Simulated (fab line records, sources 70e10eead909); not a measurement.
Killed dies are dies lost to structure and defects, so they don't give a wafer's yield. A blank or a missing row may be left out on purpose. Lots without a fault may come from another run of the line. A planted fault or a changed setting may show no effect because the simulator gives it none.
Chamber matching | flow nand_harc | NHARC_P_CONTACT_DEP_30 on pecvd-04: 3 sister chambers
The step deposits SiNx, target thk 30 nm. 14 wafers are shown with their chamber, then 7 later ones without.

WAFERS WITH THEIR CHAMBER
wafer  | chamber | heater_power_w (W)
L076.1 | 0       | 661
L076.3 | 1       | 668
L076.6 | 2       | 577
L079.1 | 2       | 613
L079.5 | 1       | 677
L079.6 | 2       | 634
L081.3 | 0       | 661
L081.4 | 1       | 719
L081.6 | 0       | 662
L082.1 | 1       | 748
L082.4 | 2       | 645
L082.5 | 0       | 703
L086.2 | 1       | 786
L086.3 | 2       | 609

SIGNATURES (means of the wafers above)
reading        | chamber 0 | chamber 1 | chamber 2 | scatter within a chamber
heater_power_w | 671.75    | 719.60    | 615.60    | 35.3
Rule: a wafer's distance from a chamber is the root of the sum, over the readings, of the square of ((its reading less the chamber's mean) divided by the reading's scatter). The wafer belongs to the nearest chamber; if the next one is less than 2 further off, it can't be placed. The scatter: the root of (the sum of the squares of (reading less its chamber's mean) over the shown wafers, divided by (wafers less chambers)).

WAFERS WITHOUT THEIR CHAMBER
wafer  | heater_power_w (W)
L086.5 | 683
L087.4 | 670
L087.5 | 644
L087.6 | 659
L097.1 | 609
L097.3 | 801
L097.6 | 612

WHICH CHAMBER EACH WENT THROUGH
wafer  | from the rows above          | in truth
L086.5 | can't be placed: 0 or 1 or 2 | 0
L087.4 | can't be placed: 0 or 1 or 2 | 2
L087.5 | can't be placed: 0 or 2 or 1 | 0
L087.6 | can't be placed: 0 or 2 or 1 | 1
L097.1 | can't be placed: 2 or 0      | 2
L097.3 | can't be placed: 1 or 0      | 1
L097.6 | can't be placed: 2 or 0      | 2
Placed correctly: 0 of 7. Can't be placed from these rows: 7 (the true chamber is among the candidates in 7). Placed wrongly: 0.
